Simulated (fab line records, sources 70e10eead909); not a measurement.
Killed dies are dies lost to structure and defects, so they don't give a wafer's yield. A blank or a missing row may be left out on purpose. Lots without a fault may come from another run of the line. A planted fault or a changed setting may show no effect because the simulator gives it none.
fab line records | flow nand_harc
record lots=6 wafers=18 last_day=26
route steps=1159 shown A_BLC@966 END@1159
lots that met no fault: from a run of the same line without faults
start_h: hours from the record's first day to the start of the lot's first wafer shown | wait_h: hours since the lot's step before | " the same as in the row above | L1.1+2: a row that stands for several wafers | - no value, or no start given | * or withheld: withheld | < > ~ a bound
route shown NAME@n: a module of which the file shows steps, and the number in the route of the first | usual: mean/standard deviation of fault-free wafers | same: alike in all rows | chamber/n: place in a boat | sites: the reading at each site | _std_site: their standard deviation | _edge_site: outer sites' mean less inner sites' | radius_mm: how far each site lies from the wafer's centre | mask NAME#n: copy n | behind: the tool/chamber that last shaped the wafer | hold: why the lot was held/for how many hours/how that ended | device: the transistor (n, p or np) that didn't switch | end of line: the same wafers' tests at the end of the route | a step without rows: its recipe alone | killed: dies lost to structure and defects at the first sort, not the wafer's yield | map: a wafer's dies, x killed, . not, _ none there
set.NAME: the setting as run; set.NAME@STEP: as run at that earlier step | model.NAME: the simulator's own value behind a step, which no gauge read
lots at some steps of the route; a table a step, a row a wafer
services: from which hour (start_h, from the record's first day; less than 0 if before it) a tool's chamber was out of use, for how many hours, and why
## steps
# step NHARC_A_BLC_COAT_02
# recipe temp_c=260 time_s=75
# step NHARC_A_BLC_COAT_03
# recipe temp_c=225 time_s=65
# step NHARC_A_BLC_COAT_04
# recipe spin_rpm=1500 resist_thk_nm=90
# step NHARC_A_BLC_SOFTBAKE_05
# recipe temp_c=105 time_s=55
# step NHARC_A_BLC_EBR_06
# step NHARC_A_BLC_EXPOSE_07
# recipe na=1.35 target_cd_nm=100 dose_mj=67.97 mask_id=A_BLC
# step NHARC_A_BLC_PEB_08
# recipe peb_temp_c=100 peb_time_s=65
# step NHARC_A_BLC_DEVELOP_09
# recipe develop_time_s=35 dev_temp_c=23
# step NHARC_A_BLC_CD_MEAS_10
# recipe target_cd_nm=100 landing_energy_ev=500
# usual cd_nm=99.9/0.6
# columns lot.wafer tool chamber start_h wait_h cd_nm
L532.1 cd_sem-03 0 425.89 - 100.5
L532.4 " 0 " " 99.0
L532.6 " 0 " " 99.5
L531.1 cd_sem-03 0 435.64 - 100.4
L531.3 " 0 " " 100.5
L531.6 " 0 " " 100.1
L534.1 cd_sem-02 0 450.98 - 99.2
L534.2 " 0 " " 99.2
L534.4 " 0 " " 99.8
L538.1 cd_sem-01 0 471.42 - 100.3
L538.4 " 0 " " 100.0
L538.5 " 0 " " 100.8
L543.1 cd_sem-02 0 502.08 - 100.2
L543.4 " 0 " " 100.1
L543.5 " 0 " " 99.5
L549.1 cd_sem-02 0 564.66 - 100.7
L549.3 " 0 " " 100.0
L549.5 " 0 " " 99.9
# step NHARC_A_BLC_OVL_MEAS_11
# usual overlay_x_nm=0.2/0.81 overlay_y_nm=0.0/0.73
# columns lot.wafer tool chamber start_h wait_h overlay_x_nm overlay_y_nm
L532.1 overlay-02 - 425.98 - 0.8 -0.6
L532.4 " - " " 0.8 -0.4
L532.6 " - " " 0.4 -1.0
L531.1 overlay-02 - 435.73 - -1.5 -0.6
L531.3 " - " " -1.0 -0.7
L531.6 " - " " -1.0 -1.2
L534.1 overlay-01 - 451.07 - 1.1 -1.1
L534.2 " - " " 0.9 -0.8
L534.4 " - " " 0.8 -0.2
L538.1 overlay-01 - 471.52 - 0.0 0.7
L538.4 " - " " 0.5 0.3
L538.5 " - " " -0.1 0.8
L543.1 overlay-02 - 502.16 - 0.8 0.0
L543.4 " - " " 0.0 -0.4
L543.5 " - " " 0.4 -0.2
L549.1 overlay-01 - 564.75 - 0.5 0.0
L549.3 " - " " 0.4 -0.1
L549.5 " - " " 0.8 -0.4
# step NHARC_A_BLC_INSPECT_12
# usual raw_defect_count=30/14
# columns lot.wafer tool chamber start_h wait_h raw_defect_count
L532.1 defect_inspect-02 - 426.01 0.0 22
L532.4 " - " " 20
L532.6 " - " " 20
L531.1 defect_inspect-02 - 435.76 0.0 29
L531.3 " - " " 37
L531.6 " - " " 31
L534.1 defect_inspect-02 - 451.11 0.0 26
L534.2 " - " " 25
L534.4 " - " " 27
L538.1 defect_inspect-01 - 471.55 0.0 46
L538.4 " - " " 56
L538.5 " - " " 37
L543.1 defect_inspect-02 - 502.20 0.0 15
L543.4 " - " " 12
L543.5 " - " " 16
L549.1 defect_inspect-01 - 564.78 0.0 25
L549.3 " - " " 14
L549.5 " - " " 22
# step NHARC_A_BLC_DESCUM_15
# recipe time_s=3 o2_flow_sccm=200 ar_flow_sccm=0 bias_power_w=0 chemistry=O2
# usual drypump_motor_current_A=6.0/0.46 oes_product_au=1.005/0.0096 rf_vpp_V=57.9/0.99 showerhead_plenum_p_Torr=1.94/0.09 throttle_valve_pct=11.311/0.0096
# columns lot.wafer tool chamber start_h wait_h drypump_motor_current_A oes_product_au rf_hours_counter_h rf_vpp_V showerhead_plenum_p_Torr throttle_valve_pct
L532.1 rie_diel-05 0 426.08 0.1 5.2 1.004 8 58.3 1.78 11.305
L532.4 " 2 " " 6.3 1.002 9 57.7 2.03 11.300
L532.6 " 3 " " 6.4 1.011 - 58.2 2.05 11.318
L531.3 rie_diel-05 1 435.84 0.1 5.8 1.015 11 57.3 1.93 11.321
L531.1 " 2 " " 6.3 1.003 11 59.0 2.03 11.294
L531.6 " 3 " " 6.4 1.016 - 59.6 2.05 11.313
L534.1 rie_diel-05 3 451.18 0.1 6.4 1.021 11 58.7 2.05 11.315
L534.2 " 0 " " 5.2 1.021 11 57.3 1.78 11.313
L534.4 " 1 " " 5.8 0.999 13 59.4 1.93 11.307
L538.4 rie_diel-06 0 471.62 0.1 6.4 1.000 5 57.9 1.93 11.283
L538.1 " 2 " " 6.0 1.004 5 55.8 1.89 11.316
L538.5 " 3 " " 6.3 0.976 - 58.5 1.99 11.314
L543.4 rie_diel-06 1 502.27 0.1 5.3 1.004 6 58.0 1.98 11.315
L543.1 " 3 " " 6.3 0.993 7 57.3 1.99 11.330
L543.5 " 0 " " 6.4 0.995 - 58.1 1.93 11.313
L549.3 rie_diel-05 2 564.85 0.1 6.4 0.995 2 58.5 2.03 11.298
L549.1 " 0 " " 5.2 1.011 3 57.7 1.77 11.298
L549.5 " 2 " " 6.4 0.992 - 59.8 2.03 11.317
# step NHARC_A_BLC_ETCH_16
# recipe target_depth_a=390 over_etch_frac=0.3 time_s=65 ion_energy_ev=80 cf4_flow_sccm=150 ar_flow_sccm=0 rf_w=300 bias_w=100 chemistry=CF4
# usual drypump_motor_current_A=5.9/0.46 oes_product_au=1.006/0.0088 rf_vpp_V=151.6/1.2 showerhead_plenum_p_Torr=1.79/0.076 throttle_valve_pct=13.283/0.0097
# columns lot.wafer tool chamber start_h wait_h drypump_motor_current_A oes_product_au rf_hours_counter_h rf_vpp_V showerhead_plenum_p_Torr throttle_valve_pct
L532.1 rie_diel-05 0 426.17 0.1 5.2 1.003 8 149.0 1.65 13.272
L532.4 " 1 " " 5.8 0.997 9 151.4 1.78 13.282
L532.6 " 3 " " 6.4 1.006 - 152.6 1.88 13.300
L531.1 rie_diel-05 1 436.11 0.3 5.8 0.993 11 151.8 1.78 13.287
L531.3 " 3 " " 6.4 1.011 10 152.6 1.88 13.282
L531.6 " 0 " " 5.2 0.843 - 150.1 1.65 13.279
L534.1 rie_diel-05 3 451.26 0.1 6.4 1.019 11 153.4 1.88 13.300
L534.4 " 0 " " 5.2 0.842 11 149.7 1.65 13.281
L534.2 " 1 " " 5.9 1.001 13 151.7 1.78 13.274
L538.4 rie_diel-06 3 471.71 0.1 6.3 0.994 5 152.8 1.83 13.280
L538.1 " 0 " " 6.4 1.011 5 151.3 1.78 13.283
L538.5 " 1 " " 5.3 1.005 - 151.7 1.83 13.282
L543.1 rie_diel-06 3 502.35 0.1 6.3 0.990 7 151.4 1.83 13.281
L543.4 " 0 " " 6.4 1.013 7 152.7 1.78 13.275
L543.5 " 2 " " 6.0 1.006 - 150.9 1.75 13.275
L549.1 rie_diel-05 3 564.94 0.1 6.4 1.001 3 153.1 1.88 13.282
L549.3 " 1 " " 5.8 1.012 3 151.1 1.78 13.293
L549.5 " 2 " " 6.4 0.991 - 151.5 1.87 13.262
# step NHARC_A_BLC_ETCH_17
# recipe target_depth_a=3900 over_etch_frac=0.25 time_s=609.38 ion_energy_ev=200 n2_flow_sccm=150 h2_flow_sccm=150 ar_flow_sccm=0 rf_w=400 bias_w=150 chemistry=N2/H2
# usual drypump_motor_current_A=6.0/0.46 oes_product_au=1.003/0.0088 rf_vpp_V=431.3/2.8 showerhead_plenum_p_Torr=2.07/0.098 throttle_valve_pct=14.173/0.0079
# columns lot.wafer tool chamber start_h wait_h drypump_motor_current_A oes_product_au rf_hours_counter_h rf_vpp_V showerhead_plenum_p_Torr throttle_valve_pct
L532.1 rie_diel-05 3 - - 6.4 1.008 7 435.7 2.19 14.190
L532.4 " 0 " " 5.2 0.999 8 427.8 1.89 14.160
L532.6 " 2 " " 6.3 0.985 - 432.3 2.17 14.188
L531.1 rie_diel-05 2 - - 6.3 0.996 11 434.1 2.17 14.180
L531.3 " 0 " " 5.2 1.004 10 426.2 1.89 14.168
L531.6 " 2 " " 6.3 0.996 - 434.6 2.17 14.164
L534.2 rie_diel-05 2 - - 6.4 0.986 13 432.7 2.17 14.158
L534.1 " 3 " " 6.4 1.010 12 434.7 2.19 14.177
L534.4 " 1 " " 5.9 1.007 13 432.1 2.05 14.166
L538.1 rie_diel-06 3 - - 6.3 0.990 5 432.1 2.12 14.168
L538.4 " 1 " " 5.4 1.012 5 433.2 2.12 14.166
L538.5 " 3 " " 6.3 0.990 - 432.7 2.12 14.185
L543.1 rie_diel-06 2 - - 6.0 0.994 7 430.4 2.02 14.168
L543.4 " 0 " " 6.5 1.015 7 431.1 2.06 14.174
L543.5 " 2 " " 6.0 1.010 - 429.3 2.02 14.149
L549.1 rie_diel-05 3 - - 6.4 1.014 3 434.9 2.18 14.167
L549.3 " 0 " " 5.2 1.018 3 424.7 1.88 14.169
L549.5 " 0 " " 5.2 1.004 - 427.1 1.88 14.180
# step NHARC_END_SORT_01
# recipe temp_c=25
# usual killed_at_array=27/11 killed_at_other=0.6/1 killed_at_periphery=3.0/2.1 killed_dies=31/12 killed_open=3.2/1.7 killed_short=1.7/1.4
# same gross_dies=677
# columns lot.wafer tool chamber start_h wait_h hold killed_at_array killed_at_other killed_at_periphery killed_dies killed_open killed_short
L532.1 prober-01 0 482.26 2.5 - 21 0 1 22 4 1
L532.4 prober-01 0 484.66 3.4 - 20 0 3 23 6 1
L532.6 prober-01 0 486.26 4.0 - 22 0 0 22 2 3
L531.1 prober-02 0 496.92 2.5 await_dispo/3.5h/release 23 0 6 29 3 2
L531.3 prober-02 0 498.50 3.1 await_dispo/3.5h/release 40 0 5 45 4 3
L531.6 prober-02 0 500.87 4.0 await_dispo/3.5h/release 114 1 3 118 5 3
L534.1 prober-02 0 504.62 2.5 await_dispo/1.9h/release 23 0 2 25 1 1
L534.2 prober-02 0 505.40 2.8 await_dispo/1.9h/release 20 0 2 22 2 1
L534.4 prober-02 0 506.97 3.3 await_dispo/1.9h/release 101 0 5 106 4 5
L538.1 prober-01 0 519.22 2.5 - 39 0 1 40 3 1
L538.4 prober-01 0 521.66 3.4 - 44 1 6 51 8 1
L538.5 prober-01 0 522.48 3.8 - 36 0 2 38 2 2
L543.1 prober-02 0 549.28 2.5 - 20 0 4 24 5 1
L543.4 prober-02 0 551.71 3.4 - 14 1 7 22 4 0
L543.5 prober-02 0 552.51 3.7 - 14 0 10 24 1 1
L549.1 prober-02 0 619.07 2.5 - 27 1 1 29 3 2
L549.3 prober-02 0 620.66 3.1 - 13 3 1 17 3 0
L549.5 prober-02 0 622.26 3.7 - 22 0 1 23 1 1
# killed by level:class
L532.1 A_SGD_CUT:chamber_film_flake=7 A_CHANNEL_HOLE_D1:chamber_film_flake=3 A_CONTACT:chamber_film_flake=3 A_SLIT:chamber_film_flake=2 P_M0:geometric_particle:open=1 A_CHANNEL_FILL_D1:geometric_particle:short=1 A_CHANNEL_FILL_D1:geometric_particle:open=1 A_CONTACT:geometric_particle:open=1
L532.4 A_SGD_CUT:chamber_film_flake=7 A_CHANNEL_HOLE_D1:chamber_film_flake=4 A_CONTACT:geometric_particle:open=2 A_SLIT:chamber_film_flake=2 P_CONTACT:geometric_particle:open=1 P_M0:geometric_particle:short=1 P_M2:geometric_particle:open=1 A_CHANNEL_HOLE_D1:geometric_particle:open=1
L532.6 A_CHANNEL_HOLE_D1:chamber_film_flake=9 A_CHANNEL_FILL_D1:geometric_particle:short=3 A_BLC:geometric_particle:open=2 A_STAIRCASE:chamber_film_flake=2 A_SGD_CUT:chamber_film_flake=2 A_CONTACT:chamber_film_flake=2 A_ZERO_WELL:chamber_film_flake=1 A_SLIT:chamber_film_flake=1
L531.1 A_CHANNEL_HOLE_D1:chamber_film_flake=10 A_SLIT:chamber_film_flake=8 A_CONTACT:chamber_film_flake=2 P_GATE:chamber_film_flake=2 P_STI:geometric_particle:open=1 P_GATE:geometric_particle:short=1 P_CONTACT:geometric_particle:open=1 A_ONON_D1:geometric_particle:short=1
L531.3 A_SLIT:chamber_film_flake=15 A_CHANNEL_HOLE_D1:chamber_film_flake=13 P_STI:chamber_film_flake=3 A_STAIRCASE:chamber_film_flake=2 A_SGD_CUT:chamber_film_flake=2 A_CONTACT:chamber_film_flake=2 P_CONTACT:geometric_particle:open=1 P_M0:geometric_particle:open=1
L531.6 A_BLC:area_etch=87 A_CHANNEL_HOLE_D1:chamber_film_flake=10 A_SLIT:chamber_film_flake=10 P_CONTACT:geometric_particle:short=2 A_CONTACT:chamber_film_flake=2 P_CONTACT:geometric_particle:open=1 A_ONON_D1:geometric_particle:open=1 A_CONTACT:geometric_particle:open=1
L534.1 A_SLIT:chamber_film_flake=11 A_CHANNEL_HOLE_D1:chamber_film_flake=6 A_STAIRCASE:chamber_film_flake=4 P_ZERO_WELL:chamber_film_flake=2 A_ONON_D1:geometric_particle:short=1 A_CONTACT:geometric_particle:open=1
L534.2 A_SLIT:chamber_film_flake=9 A_STAIRCASE:chamber_film_flake=3 P_ZERO_WELL:chamber_film_flake=2 A_CHANNEL_FILL_D1:chamber_film_flake=2 A_ONON_D1:geometric_particle:open=1 A_CHANNEL_HOLE_D1:geometric_particle:open=1 A_WL_FILL:geometric_particle:short=1 A_ZERO_WELL:chamber_film_flake=1
L534.4 A_BLC:area_etch=70 A_SLIT:chamber_film_flake=16 P_ZERO_WELL:chamber_film_flake=3 A_WL_FILL:geometric_particle:short=3 A_CHANNEL_HOLE_D1:chamber_film_flake=3 A_M0:geometric_particle:open=2 P_M0:geometric_particle:open=1 A_CHANNEL_FILL_D1:geometric_particle:short=1
L538.1 A_SLIT:chamber_film_flake=16 A_CHANNEL_HOLE_D1:chamber_film_flake=12 A_STAIRCASE:chamber_film_flake=3 A_CONTACT:chamber_film_flake=3 A_ONON_D1:geometric_particle:open=2 P_STI:geometric_particle:short=1 A_M0:geometric_particle:open=1 A_ZERO_WELL:chamber_film_flake=1
L538.4 A_SLIT:chamber_film_flake=18 A_CHANNEL_HOLE_D1:chamber_film_flake=13 A_M0:geometric_particle:open=3 P_GATE:chamber_film_flake=3 A_WL_FILL:chamber_film_flake=3 P_M0:geometric_particle:open=2 A_CONTACT:geometric_particle:open=2 A_STAIRCASE:chamber_film_flake=2
L538.5 A_SLIT:chamber_film_flake=12 A_CHANNEL_HOLE_D1:chamber_film_flake=9 A_CONTACT:chamber_film_flake=5 A_STAIRCASE:chamber_film_flake=3 P_ZERO_WELL:chamber_film_flake=2 A_ONON_D1:geometric_particle:short=1 A_WL_FILL:geometric_particle:short=1 A_WL_FILL:geometric_particle:open=1
L543.1 A_CONTACT:chamber_film_flake=6 A_STAIRCASE:chamber_film_flake=4 A_CHANNEL_HOLE_D1:chamber_film_flake=3 P_STI:chamber_film_flake=2 A_ZERO_WELL:chamber_film_flake=2 P_M0:geometric_particle:open=1 A_SOURCE_PLATE:geometric_particle:open=1 A_ONON_D1:geometric_particle:open=1
L543.4 A_CHANNEL_HOLE_D1:chamber_film_flake=6 A_STAIRCASE:chamber_film_flake=4 A_M0:geometric_particle:open=2 P_STI:chamber_film_flake=2 P_GATE:geometric_particle:open=1 P_CONTACT:geometric_particle:open=1 P_ZERO_WELL:chamber_film_flake=1 P_GATE:chamber_film_flake=1
L543.5 P_STI:chamber_film_flake=6 A_CHANNEL_HOLE_D1:chamber_film_flake=6 A_STAIRCASE:chamber_film_flake=3 A_CONTACT:chamber_film_flake=3 P_M2:chamber_film_flake=2 P_M0:geometric_particle:open=1 A_M0:geometric_particle:short=1 P_ZERO_WELL:chamber_film_flake=1
L549.1 A_CHANNEL_HOLE_D1:chamber_film_flake=12 A_CONTACT:chamber_film_flake=7 A_STAIRCASE:chamber_film_flake=3 A_M0:geometric_particle:open=2 P_M0:geometric_particle:short=1 A_ONON_D1:geometric_particle:short=1 A_BLC:geometric_particle:open=1 A_WL_FILL:chamber_film_flake=1
L549.3 A_CONTACT:chamber_film_flake=5 A_CHANNEL_HOLE_D1:chamber_film_flake=4 A_M0:geometric_particle:open=2 THIN_TSV:chamber_film_flake=2 P_M0:geometric_particle:open=1 A_STAIRCASE:chamber_film_flake=1 A_BONDPAD:chamber_film_flake=1 HYBRID_BOND:latent=1
L549.5 A_CHANNEL_HOLE_D1:chamber_film_flake=7 A_STAIRCASE:chamber_film_flake=5 A_CONTACT:chamber_film_flake=5 A_SGD_CUT:chamber_film_flake=2 A_STAIRCASE:geometric_particle:short=1 A_CONTACT:geometric_particle:open=1 P_BONDPAD:chamber_film_flake=1 A_SLIT:chamber_film_flake=1
# map L531.6 (x killed, . not)
____________.____________
_________......._________
_______..........._______
______.............______
_____.....x........._____
____.................____
____.....xx..........____
___...x...............___
___.......x...........___
__......x.....x.....x..__
__.....................__
_........x.............._
_....x..xx..xxx.x......._
_..x.xxx...x.x...x......_
_....x...xx....x........_
_...x.x....x.x.xx.xx...._
..x..x.x...x.x.x.x.......
....x......xxxxx.........
...xx.x...xxx...xx.......
....x.x.xx..x..x...x.....
....xx..xxx.x.x.x.x......
_..xx..x.xx..xxx........_
_.......x.x.xx...x......_
_xx..x.x.........xx....._
_xxx......x............._
_.x.x..x..xx............_
__xx.......x...........__
__........x.xx.x.x.....__
___x.......x..x.xx....___
___...............x...___
____....x....x.......____
____.x...............____
_____..............._____
______.............______
_______..x........_______
_________......._________
____________.____________
# map L534.4 (x killed, . not)
____________.____________
_________......._________
_______.........x._______
______.............______
_____..............._____
____.................____
____.................____
___.............x...x.___
___............x....x.___
__.....x.....x.........__
__......x..............__
_x........x..x.....x...._
_...........x...xx......_
_x.x........x....x.x...._
_.......x....x.........._
_.....x.......x........._
...........x...x..x......
.....x...x.....x.....x...
.........xx....x.........
..x..x...x..xx.xx..xx....
........x.x........x.....
_.....x............x...._
_........xx........x...x_
_..xx...x....x.x..x.x..._
_......x....x.xxxx......_
_....x..x...x..x..x....._
__....x.........xxxxx..__
__.x..xx..x.x....xxxx..__
___.......x.x.x..xxx..___
___...x.x......x......___
____.....x.......xxx.____
____.......x...x.....____
_____..x..........x._____
______..........x.x______
_______..x........_______
_________......x_________
____________.____________
## services
# columns tool chamber start_h hours kind
rie_diel-06 - 418.20 9.0 pm
rie_diel-05 0 423.22 - clean
rie_diel-05 1 423.22 - clean
rie_diel-05 2 423.22 - clean
rie_diel-05 3 423.22 - clean
rie_diel-05 0 447.72 - clean
rie_diel-05 1 447.72 - clean
rie_diel-05 2 447.72 - clean
rie_diel-05 3 447.72 - clean
rie_diel-05 0 472.29 - clean
rie_diel-05 1 472.29 - clean
rie_diel-05 2 472.29 - clean
rie_diel-05 3 472.29 - clean
rie_diel-05 - 480.65 0.8 repair
rie_diel-05 0 496.79 - clean
rie_diel-05 1 496.79 - clean
rie_diel-05 2 496.79 - clean
rie_diel-05 3 496.79 - clean
rie_diel-05 3 512.56 1.2 repair
rie_diel-05 - 517.67 9.0 pm
rie_diel-05 0 517.67 9.0 vent_cycle
rie_diel-05 1 517.67 9.0 vent_cycle
rie_diel-05 2 517.67 9.0 vent_cycle
rie_diel-05 2 533.69 13.7 repair
## key
first_sign step=NHARC_A_BLC_ETCH_16 reading=oes_product_au direction=down sigmas=19 usual=1.006 struck=0.843
effect step=NHARC_END_SORT_01 reading=killed_at_array direction=up sigmas=7 usual=27 struck=108
more_kills_born_at NHARC_A_BLC_ETCH_16@rie_diel-05=157
met_at NHARC_A_BLC_ETCH_16
struck_wafers L531.6,L534.4
tester_left_out L531,L534
onset_between 426.17 436.11
fault kind=process_parameter_drift tool=rie_diel-05 chamber=0 onset_h=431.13 steps=NHARC_A_BLC_ETCH_16 channel=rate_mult offset=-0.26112 shape=step end_h=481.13
# tester_left_out: of these lots the tester's yield and bins aren't shown, on N5 and GAA mostly nor the transistor test; their killed dies are dies lost to structure and defects alone, not to doping, threshold or leakage, so they don't give the yield
